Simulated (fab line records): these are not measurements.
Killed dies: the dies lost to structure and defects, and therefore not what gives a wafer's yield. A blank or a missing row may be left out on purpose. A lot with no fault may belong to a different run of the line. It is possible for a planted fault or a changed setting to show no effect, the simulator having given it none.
fab line records | flow n5-finfet
[record] lots = 7 wafers = 21
route steps=1938 shown DUMMY_GATE@215 SD_EPI_P@312 SD_ACTIVATION@330 HKMG_FIN@402 MOL_CONTACT_COAG@610 BEOL_M0_SAQP@640 BEOL_M0@726 BEOL_M1@753
start-h: hours from the record's opening day to when the first of the lot's shown wafers began | wait-h: hours elapsed since this lot's preceding step | " identical to the entry in the row above | L1.1+2: a row that stands for several wafers | - value missing, or start not given | * or withheld: withheld | < > ~ a bound
route shown NAME@n: NAME is a module with steps in the file, n the number in the route of the first one | usual: mean/standard deviation taken from wafers without a fault | same: alike in all rows | chamber/n: place in a boat | sites: per-site readings | _std_site: standard deviation of those values | _edge_site: mean of outer sites minus mean of inner sites | radius-mm: how far each site lies from the wafer's centre | mask NAME#n: copy n | behind: the tool/chamber that last shaped the wafer | hold: cause of the lot's hold/its duration in hours/its outcome | device: the transistor (n, p or np) that didn't switch | end of line: tests of these same wafers at the route's end | a step without rows: its recipe alone | killed: dies that structure and defects cost at the first sort, which is not the same as the wafer's yield | map: a wafer's dies, marking killed ones x, the rest . and places with no die _
set.NAME: setting as actually run; set.NAME@STEP: the setting as run at that earlier step | model.NAME: the simulator's own value behind a step, which no gauge read
one table per step and one row per wafer, for lots whose settings were changed on purpose
[[steps]]
[step N5_DUMMY_GATE_CVD_03]
[recipe] material = a-Si target-thk-a = 1500 temp-c = 530 precursor = SiH4 time-s = 8042
// columns lot.wafer tool chamber start-h wait-h set.temp-c model.a-Si_of_DUMMY_GATE_CVD_03.thk-nm
L077.1 - - - 0.1 551.8 274.4
L077.2 " - " " 551.8 274
L077.5 " - " " 551.8 275.6
L079.4+5+6 - - - 0.1 518.2 106.2
L082.1 lpcvd-01 1/65 85.95 0.1 530 152.8
L082.4 " 1/79 " " 530 153.8
L082.5 " 1/84 " " 530 153.4
L086.1 - - - 0.1 536.7 181.2
L086.3 " - " " 536.7 182
L086.5 " - " " 536.7 182.2
L087.2+5 - - - 0.1 543.3 217.6
L087.3 " - " " 543.3 216.6
L093.1 - - - 0.1 530 146.6
L093.5 " - " " 530 148.6
L093.6 " - " " 530 147.8
L097.1 - - - 0.1 542.2 209
L097.4 " - " " 542.2 208.2
L097.6 " - " " 542.2 208.6
[step N5_DUMMY_GATE_PRECLEAN_46]
[recipe] chemistry = DIW time-s = 89.5 temp-c = 23
[step N5_DUMMY_GATE_SRD_47]
[recipe] dry-time-s = 32 dry = n2-spin spin-rpm = 1500
[step N5_DUMMY_GATE_CMP_04]
[recipe] material = a-Si post-cmp-clean = alkaline-brush
[usual] time-to-endpoint-s = 13.4/2.4
// columns lot.wafer tool chamber start-h wait-h set.temp-c@DUMMY_GATE_CVD_03 time-to-endpoint-s
L077.1 cmp-02 0 59.28 0.1 551.8 35.2
L077.2 " 1 " " 551.8 37.2
L077.5 " 3 " " 551.8 33.4
L079.4 cmp-03 2 70.88 0.1 518.2 5.7
L079.6 " 0 " " 518.2 5.1
L079.5 " 1 " " 518.2 3.8
L082.4 cmp-02 3 89.70 0.0 530 14.2
L082.1 " 1 " " 530 15.3
L082.5 " 3 " " 530 13.0
L086.3 cmp-02 0 114.80 0.1 536.7 15.6
L086.1 " 2 " " 536.7 19.8
L086.5 " 0 " " 536.7 15.3
L087.2 cmp-02 0 119.95 0.1 543.3 23.3
L087.3 " 2 " " 543.3 26.4
L087.5 " 0 " " 543.3 23.0
L093.1 cmp-03 2 157.11 0.0 530 14.1
L093.5 " 2 " " 530 13.1
L093.6 " 3 " " 530 9.3
L097.4 cmp-01 2 180.89 0.1 542.2 27.7
L097.1 " 0 " " 542.2 27.0
L097.6 " 1 " " 542.2 24.5
[step N5_SD_EPI_P_ETCH_16]
[recipe] chemistry = CHF3/O2 target = SiO2 target-depth-a = 50 mask-material = SOC pressure-mtorr = 30 source-w = 650 bias-w = 170 Ar_flow_sccm = 200 CHF3_flow_sccm = 50 O2_flow_sccm = 5 ion-energy-ev = 200
// columns lot.wafer tool chamber start-h wait-h set.target-depth-a model.etch.depth-nm
L077.1 rie-diel-03 3 72.78 0.1 50 4.892
L077.2 " 2 " " 50 4.911
L077.5 " 3 " " 50 4.897
L079.4 rie-diel-06 1 83.12 0.1 50 5.027
L079.5 " 3 " " 45.04 4.424
L079.6 " 2 " " 50 5.081
L082.1 rie-diel-06 3 103.56 0.1 50 4.929
L082.4 " 2 " " 50 5.066
L082.5 " 3 " " 50 4.917
L086.1 rie-diel-05 2 128.60 0.1 44.57 4.555
L086.3 " 0 " " 50 4.976
L086.5 " 1 " " 44.57 4.426
L087.2 rie-diel-06 0 133.95 0.1 50 4.956
L087.3 " 2 " " 50 5.059
L087.5 " 1 " " 50 5.031
L093.1 rie-diel-05 2 171.15 0.1 50 5.104
L093.5 " 1 " " 50 4.972
L093.6 " 2 " " 50 5.133
L097.1 rie-diel-06 0 193.34 0.1 50 4.911
L097.4 " 1 " " 50 4.97
L097.6 " 3 " " 51.56 5.027
[step N5_SD_EPI_P_EPI_21]
[recipe] material = SiGe:B dopant = B temp-c = 550 pressure-torr = 20 ambient = H2 time-s = 355
// columns lot.wafer tool chamber start-h wait-h set.time-s model.SiGe-B_of_SD_EPI_P_EPI_21.thk-nm
L077.1 epi-rpcvd-02 0 73.52 0.1 420.1 67.6
L077.2 " 0 " " 355 60.6
L077.5 " 0 74.96 1.5 420.1 67.2
L079.4 epi-rpcvd-02 0 84.94 1.1 355 61.4
L079.5 " 0 " " 355 62.2
L079.6 " 0 " " 355 60.6
L082.1 epi-rpcvd-04 0 104.42 0.2 355 61.4
L082.4 " 0 105.86 1.5 355 62.6
L082.5 " 0 " " 355 62
L086.1 epi-rpcvd-01 0 129.45 0.2 295.1 54.6
L086.3 " 0 " " 355 61.8
L086.5 " 0 " " 355 62.4
L087.2 epi-rpcvd-04 0 135.65 0.9 355 60.6
L087.3 " 0 " " 401.9 66
L087.5 " 0 137.57 2.6 355 61
L093.1 epi-rpcvd-01 0 172.00 0.2 355 61.2
L093.5 " 0 173.92 2.0 355 61.6
L093.6 " 0 " " 355 60.8
L097.1 epi-rpcvd-02 0 194.08 0.1 355 61.6
L097.4 " 0 195.16 1.1 303.3 55
L097.6 " 0 " " 303.3 56.2
[step N5_SD_EPI_P_EPI_MEAS_23]
[recipe] mode = xrd
[usual] thk-nm = 61.2/1.2
// columns lot.wafer tool chamber start-h wait-h set.time-s@SD_EPI_P_EPI_21 thk-nm
L077.1 film-metro-01 - 75.73 1.9 420.1 68.0
L077.2 " - " " 355 61.4
L077.5 " - " " 420.1 66.9
L079.4 film-metro-02 - 86.08 0.8 355 59.9
L079.5 " - " " 355 62.5
L079.6 " - " " 355 60.7
L082.1 film-metro-02 - 107.33 2.4 355 62.6
L082.4 " - " " 355 63.6
L082.5 " - " " 355 61.7
L086.1 film-metro-02 - 132.37 2.5 295.1 55.6
L086.3 " - " " 355 62.0
L086.5 " - " " 355 61.7
L087.2 film-metro-02 - 138.88 2.6 355 60.6
L087.3 " - " " 401.9 67.0
L087.5 " - " " 355 60.0
L093.1 film-metro-02 - 174.92 2.4 355 61.3
L093.5 " - " " 355 61.0
L093.6 " - " " 355 62.3
L097.1 film-metro-02 - 196.27 1.8 355 61.5
L097.4 " - " " 303.3 55.3
L097.6 " - " " 303.3 57.5
[step N5_SD_EPI_P_HM_STRIP_48]
[recipe] chemistry = H3PO4 temp-c = 160 material = SiNx target = SiNx target-depth-a = 30 overetch-fraction = 0.3
[step N5_SD_EPI_P_SRD_49]
[recipe] dry = ipa-marangoni time-s = 30 temp-c = 23 rinse-liquid = diw
[step N5_SD_ACTIVATION_RTA_00]
[recipe] temp-c = 975 time-s = 0 ambient = N2 idle-temp-c = 600 ramp-up-c-per-s = 150 ramp-down-c-per-s = 60 cool-to-c = 600
[step N5_SD_ACTIVATION_LSA_01]
[recipe] temp-c = 1080 time-s = 0.0008 ambient = N2
[step N5_SD_ACTIVATION_RS_MEAS_03]
[recipe] thk-meas-gauge = four-point-probe
[usual] RS_SD_N = 21.89/0.27 RS_SD_P = 56.0/0.87
// columns lot.wafer tool chamber start-h wait-h set.time-s@SD_EPI_P_EPI_21 RS_SD_N[ohm/sq] RS_SD_P[ohm/sq]
L077.1 film-metro-02 - 76.38 0.2 420.1 22.07 50.7
L077.2 " - " " 355 22.04 56.1
L077.5 " - " " 420.1 22.43 50.8
L079.4 film-metro-01 - 86.82 0.1 355 21.94 55.5
L079.5 " - " " 355 22.01 54.5
L079.6 " - " " 355 21.84 55.9
L082.1 film-metro-01 - 107.94 0.2 355 21.47 55.1
L082.4 " - " " 355 21.40 54.1
L082.5 " - " " 355 21.57 54.8
L086.1 film-metro-02 - 132.97 0.2 295.1 22.22 62.6
L086.3 " - " " 355 22.05 54.5
L086.5 " - " " 355 21.83 54.6
L087.2 film-metro-01 - 139.94 0.2 355 22.12 57.3
L087.3 " - " " 401.9 21.59 52.2
L087.5 " - " " 355 21.96 56.2
L093.1 film-metro-02 - 175.59 0.2 355 21.36 56.0
L093.5 " - " " 355 21.88 56.2
L093.6 " - " " 355 21.64 56.5
L097.1 film-metro-01 - 196.88 0.2 355 21.44 56.2
L097.4 " - " " 303.3 21.66 63.2
L097.6 " - " " 303.3 21.67 61.4
[step N5_HKMG_FIN_ETCH_54]
[recipe] chemistry = CF4 target = SiARC target-depth-a = 455 mask-material = CAR-ArF time-s = 75.8 ion-energy-ev = 80 pressure-mtorr = 40 source-w = 545 bias-w = 36 Ar_flow_sccm = 100 cf4-flow-sccm = 100 ends = cleared
[usual] etch-rf-on-time-s = 75.8/1.8 rf-vpp-V = 184.3/0.94
// columns lot.wafer tool chamber start-h wait-h set.source-w etch-rf-on-time-s rf-vpp-V
L077.1 rie-diel-01 0 90.06 0.0 545 78.0 182.2
L077.2 " 1 " " 594.9 68.3 179.6
L077.5 " 3 " " 594.9 71.6 178.5
L079.4 rie-diel-02 1 100.82 0.0 545 74.9 182.7
L079.5 " 2 " " 545 75.4 185.8
L079.6 " 3 " " 597.7 70.1 177.5
L082.1 rie-diel-04 1 120.67 0.0 545 74.6 185.1
L082.4 " 0 " " 545 74.5 184.1
L082.5 " 3 " " 545 74.0 184.2
L086.1 rie-diel-04 0 146.35 0.0 545 75.1 183.6
L086.3 " 2 " " 571.3 74.0 181.2
L086.5 " 1 " " 545 74.7 183.3
L087.2 rie-diel-01 1 153.05 0.0 545 74.5 183.4
L087.3 " 3 " " 585.3 72.6 179.0
L087.5 " 0 " " 545 77.9 182.6
L093.1 rie-diel-04 2 189.55 0.0 451.5 91.6 197.4
L093.5 " 1 " " 451.5 86.8 196.3
L093.6 " 2 " " 545 77.8 185.6
L097.1 rie-diel-02 0 210.44 0.0 589.3 73.3 180.0
L097.4 " 3 " " 545 77.3 184.9
L097.6 " 1 " " 589.3 70.9 178.7
[step N5_MOL_CONTACT_COAG_ETCH_67]
[recipe] chemistry = N2/H2 target = SOC target-depth-a = 600 overetch-a = 210 mask-material = SiARC temp-c = 40 time-s = 101.2 ion-energy-ev = 200 pressure-mtorr = 30 source-w = 840 bias-w = 150 n2-flow-sccm = 200 h2-flow-sccm = 200
[usual] rf-vpp-V = 523.7/2.1
// columns lot.wafer tool chamber start-h wait-h set.source-w rf-vpp-V
L077.1 rie-diel-04 1 119.13 0.0 840 525.0
L077.2 " 0 " " 840 523.0
L077.5 " 0 " " 840 523.9
L079.4 rie-diel-01 1 130.80 0.0 840 525.2
L079.5 " 1 " " 840 523.9
L079.6 " 0 " " 894.7 511.7
L082.1 rie-diel-01 3 147.56 0.0 840 525.1
L082.4 " 1 " " 840 525.6
L082.5 " 3 " " 840 525.6
L086.1 rie-diel-04 2 174.46 0.0 785.8 537.7
L086.3 " 0 " " 785.8 535.1
L086.5 " 0 " " 840 523.4
L087.2 rie-diel-01 0 181.53 0.0 840 520.3
L087.3 " 1 " " 840 525.7
L087.5 " 2 " " 840 521.7
L093.1 rie-diel-04 2 217.13 0.0 840 524.8
L093.5 " 1 " " 769.1 539.9
L093.6 " 0 " " 840 522.6
L097.1 rie-diel-04 0 238.74 0.0 840 524.2
L097.4 " 3 " " 840 526.0
L097.6 " 0 " " 768.3 537.0
[step N5_MOL_CONTACT_COAG_ETCHBACK_136]
[recipe] chemistry = CHF3 target = SiO2 target-depth-a = 250 time-s = 16.7 ion-energy-ev = 200 pressure-mtorr = 30 source-w = 610 bias-w = 170 Ar_flow_sccm = 200 CHF3_flow_sccm = 50
// columns lot.wafer tool chamber start-h wait-h set.target-depth-a
L077.1+2+5 rie-diel-04 1,0,0 119.22 0.0 250
L079.4 rie-diel-01 1 130.89 0.0 250
L079.5+6 " 1,0 " " 217.1
L082.1+4+5 rie-diel-01 3,1,3 147.65 0.0 250
L086.1+3+5 rie-diel-04 2,0,0 174.55 0.0 227.7
L087.2 rie-diel-01 0 181.62 0.0 226.6
L087.3+5 " 1,2 " " 250
L093.1 rie-diel-04 2 217.22 0.0 250
L093.5+6 " 1,0 " " 233
L097.1 rie-diel-04 0 238.83 0.0 223.7
L097.4+6 " 3,0 " " 250
[step N5_MOL_CONTACT_COAG_STRIP_120]
[recipe] chemistry = CHF3 resist = SiARC rf-frequency-hz = 6e+07
[step N5_MOL_CONTACT_COAG_VIA_ETCH_117]
[recipe] chemistry = C4F6/O2 target-depth-a = 400 overetch-a = 80 mask-material = SOC target = SiO2 bias-w = 455 pressure-mtorr = 10 time-s = 26 source-w = 325 Ar_flow_sccm = 300 C4F6_flow_sccm = 10 O2_flow_sccm = 10 ion-energy-ev = 575.3 ends = end-point
// columns lot.wafer tool chamber start-h wait-h set.target-depth-a@MOL_CONTACT_COAG_ETCHBACK_136 model.etch.depth-nm model.MOL_CONTACT_COAG.feature-depth-nm
L077.1 rie-diel-04 1 119.26 0.0 250 39.79 39.8
L077.2 " 0 " " 250 39.98 40
L077.5 " 0 " " 250 39.87 39.8
L079.4 rie-diel-01 1 130.92 0.0 250 39.43 39.4
L079.5 " 1 " " 217.1 42.8 42.8
L079.6 " 0 " " 217.1 43.64 43.6
L082.1 rie-diel-01 3 147.68 0.0 250 40.53 40.6
L082.4 " 1 " " 250 39.73 39.8
L082.5 " 3 " " 250 40.6 40.6
L086.1 rie-diel-04 2 174.58 0.0 227.7 42.32 42.4
L086.3 " 0 " " 227.7 41.98 42
L086.5 " 0 " " 227.7 42.26 42.2
L087.2 rie-diel-01 0 181.65 0.0 226.6 42.88 42.8
L087.3 " 1 " " 250 39.73 39.8
L087.5 " 2 " " 250 40.54 40.6
L093.1 rie-diel-04 2 217.26 0.0 250 40.02 40
L093.5 " 1 " " 233 41.16 41.2
L093.6 " 0 " " 233 41.8 41.8
L097.1 rie-diel-04 0 238.87 0.0 223.7 43.14 43.2
L097.4 " 3 " " 250 40.02 40
L097.6 " 0 " " 250 40.47 40.4
[step N5_BEOL_M0_SAQP_HM_DEP_111]
[recipe] material = SiO2 target-thk-a = 120 temp-c = 400 precursor = SiH4/N2O pressure-torr = 0.75 rf-w = 275 time-s = 7.2
// columns lot.wafer tool chamber start-h wait-h set.time-s model.SiO2_of_BEOL_M0_SAQP_HM_DEP_111.thk-nm
L077.1+5 pecvd-01 1,2 125.79 0.0 7.2 12.2
L077.2 " 2 " " 7.2 12
L079.4+6 pecvd-01 1 135.87 0.1 7.2 12.4
L079.5 " 2 " " 7.2 12.2
L082.1+4 pecvd-03 2 153.52 0.0 7.2 11.6
L082.5 " 0 " " 7.2 12
L086.1 pecvd-01 1 179.99 0.0 7.2 12.4
L086.3+5 " 2,0 " " 7.54 12.6
L087.2 pecvd-01 1 189.67 0.0 8.252 14
L087.3 " 0 " " 7.2 12
L087.5 " 0 " " 8.252 13.8
L093.1 pecvd-02 1 223.25 0.0 8.223 13.4
L093.5 " 2 " " 7.2 12.2
L093.6 " 0 " " 7.2 12
L097.1 pecvd-01 0 246.00 0.0 7.2 12
L097.4 " 1 " " 6.686 11.6
L097.6 " 2 " " 6.686 11.2
[step N5_BEOL_M0_ETCH_109]
[recipe] chemistry = CH3F/O2 target-depth-a = 80 overetch-a = 24 target = SiCN time-s = 27.4 ion-energy-ev = 120 pressure-mtorr = 30 source-w = 395 bias-w = 75 Ar_flow_sccm = 150 CH3F_flow_sccm = 30 O2_flow_sccm = 20
[usual] rf-vpp-V = 297.4/1.4
// columns lot.wafer tool chamber start-h wait-h set.bias-w rf-vpp-V
L077.1 rie-diel-01 1 133.23 0.1 75 299.9
L077.2 " 0 " " 75 295.4
L077.5 " 2 " " 62.21 262.1
L079.4 rie-diel-01 0 144.91 0.0 75 294.4
L079.5 " 3 " " 75 297.1
L079.6 " 2 " " 75 296.6
L082.1 rie-diel-01 1 162.16 0.0 75 300.2
L082.4 " 3 " " 75 299.9
L082.5 " 3 " " 75 298.2
L086.1 rie-diel-01 1 190.42 0.6 75 296.4
L086.3 " 3 " " 85.43 324.6
L086.5 " 0 " " 85.43 320.0
L087.2 rie-diel-04 1 201.01 0.3 75 299.5
L087.3 " 2 " " 75 298.1
L087.5 " 2 " " 75 297.5
L093.1 rie-diel-02 1 232.99 0.3 75 296.9
L093.5 " 2 " " 75 298.8
L093.6 " 3 " " 75 297.3
L097.1 rie-diel-04 3 254.94 0.4 87.78 330.4
L097.4 " 2 " " 75 297.3
L097.6 " 1 " " 87.78 328.1
[step N5_BEOL_M1_PECVD_72]
[recipe] material = SiO2 target-thk-a = 160 temp-c = 400 precursor = TEOS/O2 pressure-torr = 5.5 rf-w = 450 teos-flow-sccm = 53.8 gas = O2 flow-sccm = 3000 time-s = 18
// columns lot.wafer tool chamber start-h wait-h set.temp-c model.SiO2_of_BEOL_M1_PECVD_72.thk-nm
L077.1 pecvd-03 1 137.12 0.0 400 16
L077.2 " 0 " " 388 17.2
L077.5 " 1 " " 388 17.6
L079.4 pecvd-03 2 147.47 0.1 400 16.2
L079.5 " 1 " " 410.8 15
L079.6 " 0 " " 410.8 14.8
L082.1 pecvd-03 2 165.16 0.0 400 15.8
L082.4+5 " 2,1 " " 400 16
L086.1 pecvd-02 0 195.68 0.0 400 15.8
L086.3 " 1 " " 392.6 16.8
L086.5 " 1 " " 400 16.4
L087.2 pecvd-03 1 204.18 0.0 413.3 14.6
L087.3 " 0 " " 413.3 14
L087.5 " 1 " " 400 15.8
L093.1 pecvd-02 0 236.08 0.0 384 17.2
L093.5 " 1 " " 400 16
L093.6 " 0 " " 384 17.4
L097.1 pecvd-02 2 259.45 0.0 417.3 13.8
L097.4 " 0 " " 417.3 14.2
L097.6 " 1 " " 400 16.2
[[key]]
[split] step = N5_DUMMY_GATE_CVD_03 setting = temp-c stated = 530 by = lot
[response] step = N5_DUMMY_GATE_CVD_03 reading = model.a-Si_of_DUMMY_GATE_CVD_03.thk-nm change = +26.2 per = 1% r = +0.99
[response] step = N5_DUMMY_GATE_CMP_04 reading = time-to-endpoint-s change = * per = 1% r = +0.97
[split] step = N5_SD_EPI_P_ETCH_16 setting = target-depth-a stated = 50 by = wafer
[response] step = N5_SD_EPI_P_ETCH_16 reading = model.etch.depth-nm change = +0.0522 per = 1% r = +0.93
[split] step = N5_SD_EPI_P_EPI_21 setting = time-s stated = 355 by = wafer
[response] step = N5_SD_EPI_P_EPI_21 reading = model.SiGe-B_of_SD_EPI_P_EPI_21.thk-nm change = +0.404 per = 1% r = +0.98
[response] step = N5_SD_EPI_P_EPI_MEAS_23 reading = thk-nm change = * per = 1% r = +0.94
[response] step = N5_SD_ACTIVATION_RS_MEAS_03 reading = RS_SD_P change = -0.38 per = 1% r = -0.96
[split] step = N5_HKMG_FIN_ETCH_54 setting = source-w stated = 545 by = wafer
[response] step = N5_HKMG_FIN_ETCH_54 reading = etch-rf-on-time-s change = * per = 1% r = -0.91
[response] step = N5_HKMG_FIN_ETCH_54 reading = rf-vpp-V change = -0.607 per = 1% r = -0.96
[split] step = N5_MOL_CONTACT_COAG_ETCH_67 setting = source-w stated = 840 by = wafer
[response] step = N5_MOL_CONTACT_COAG_ETCH_67 reading = rf-vpp-V change = -1.78 per = 1% r = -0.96
[split] step = N5_MOL_CONTACT_COAG_ETCHBACK_136 setting = target-depth-a stated = 250 by = wafer
[response] step = N5_MOL_CONTACT_COAG_VIA_ETCH_117 reading = model.etch.depth-nm change = -0.277 per = 1% r = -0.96
[response] step = N5_MOL_CONTACT_COAG_VIA_ETCH_117 reading = model.MOL_CONTACT_COAG.feature-depth-nm change = -0.278 per = 1% r = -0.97
[split] step = N5_BEOL_M0_SAQP_HM_DEP_111 setting = time-s stated = 7.2 by = wafer
[response] step = N5_BEOL_M0_SAQP_HM_DEP_111 reading = model.SiO2_of_BEOL_M0_SAQP_HM_DEP_111.thk-nm change = +0.105 per = 1% r = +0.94
[split] step = N5_BEOL_M0_ETCH_109 setting = bias-w stated = 75 by = wafer
[response] step = N5_BEOL_M0_ETCH_109 reading = rf-vpp-V change = +1.95 per = 1% r = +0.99
[split] step = N5_BEOL_M1_PECVD_72 setting = temp-c stated = 400 by = wafer
[response] step = N5_BEOL_M1_PECVD_72 reading = model.SiO2_of_BEOL_M1_PECVD_72.thk-nm change = -0.438 per = 1% r = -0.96
